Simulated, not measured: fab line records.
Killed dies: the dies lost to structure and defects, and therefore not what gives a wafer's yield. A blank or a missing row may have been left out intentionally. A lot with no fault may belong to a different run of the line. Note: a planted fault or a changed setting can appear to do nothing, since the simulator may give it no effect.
Split-lot experiment ; flow n5_finfet ; 21 wafers read across 7 lots, on a route 1938 steps long

== SPLIT DETAILS ==
At N5_BEOL_M3_ETCH_41 (etches SiCN in CH3F/O2, target depth 29.9 nm, time 52.5 s), the setting target_depth_a was moved away from the recipe's 299 angstrom on 10 of the 21 wafers read, by -10.0% to +6.1%. All remaining wafers had this setting at the recipe value.

Reading taken at the split's own step.

== THE READING ==
etch.depth_nm (the simulator's own value, which no gauge read), in nm, at N5_BEOL_M3_ETCH_41 (etches SiCN in CH3F/O2, target depth 29.9 nm, time 52.5 s). The file gives no usual value for it. Across the 11 wafers here that went through the recipe, the average is 19.54 nm and the standard deviation 0.25 nm.

wafer;tool, chamber at the split;target_depth_a as run, angstrom;against the recipe;etch.depth_nm, nm;against lot-mates on the recipe
L074.2;rie_diel-06, 0;299;recipe;19.08;-
L074.5;rie_diel-06, 2;317.2;+6.1%;20.56;+1.44
L074.6;rie_diel-06, 0;299;recipe;19.16;-
L079.1;rie_diel-01, 0;299;recipe;19.63;-
L079.2;rie_diel-01, 1;282;-5.7%;18.61;-1.02
L079.6;rie_diel-01, 2;282;-5.7%;18.7;-0.93
L080.1;rie_diel-06, 1;299;recipe;19.54;-
L080.4;rie_diel-06, 3;281.1;-6.0%;19.19;-0.39
L080.5;rie_diel-06, 2;299;recipe;19.62;-
L084.1;rie_diel-01, 2;299;recipe;19.81;-
L084.3;rie_diel-01, 1;316.4;+5.8%;20.7;+0.89
L084.6;rie_diel-01, 3;316.4;+5.8%;20.93;+1.12
L088.2;rie_diel-05, 3;299;recipe;19.24;-
L088.4;rie_diel-05, 1;299;recipe;19.91;-
L088.5;rie_diel-05, 2;299;recipe;19.71;-
L087.4;rie_diel-01, 3;269.2;-10.0%;17.81;-1.83
L087.5;rie_diel-01, 3;299;recipe;19.64;-
L087.6;rie_diel-01, 0;269.2;-10.0%;17.51;-2.13
L091.1;rie_diel-06, 3;274;-8.4%;18.74;-0.81
L091.2;rie_diel-06, 1;274;-8.4%;18.05;-1.50
L091.4;rie_diel-06, 2;299;recipe;19.55;-

THE FIT
A straight line over all 21 wafers: etch.depth_nm changes by +0.17 nm for each +1% of target_depth_a; r = +0.94; the points scatter about the line by 0.3 nm.
The same after taking each lot's own level away (the mean of its wafers on the recipe; 21 wafers): +0.174 nm for each +1%; r = +0.96; scatter 0.27 nm.
That fit puts the effect of the largest move of target_depth_a on the reading at 1.7 nm.
From 19.120 to 19.810 nm: that is the span of the lots' own levels, equal to 2.7 times the standard deviation above.
Hence the lot-to-lot level has little effect on the slope; both slopes agree.
Check: -1.65 nm against its lot-mates is what the line predicts for one of the wafers moved furthest among these (-10.0%) when that wafer is left out of the fit. It came out at -1.83 nm against them.

== THESE WAFERS: OTHER SPLITS ==
Other splits were also applied to these wafers ahead of the reading. Each is held against what the fit with the lots' levels taken away leaves over:
other split on the same wafers;wafers away from the commonest value;r with etch.depth_nm (lot level and that fit taken away)
N5_MOL_CONTACT_COAG_PECVD_31 temp_c;10;-0.14
N5_MOL_CONTACT_COAG_ALD_133 ald_cycles;8;-0.21
N5_MOL_CONTACT_COAG_VIA_ETCH_117 bias_w;8;+0.15
N5_BEOL_M0_SAQP_COAT_34 spin_rpm;5;+0.38
N5_BEOL_M1_COAT_67 spin_rpm;9;+0.11
N5_BEOL_M1_COAT_22 spin_rpm;6;+0.30
N5_BEOL_M2_ETCH_69 bias_w;7;-0.10

== THE FILE'S OWN FIT ==
etch.depth_nm changes by +0.168 nm for each +1% of target_depth_a, r = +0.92.
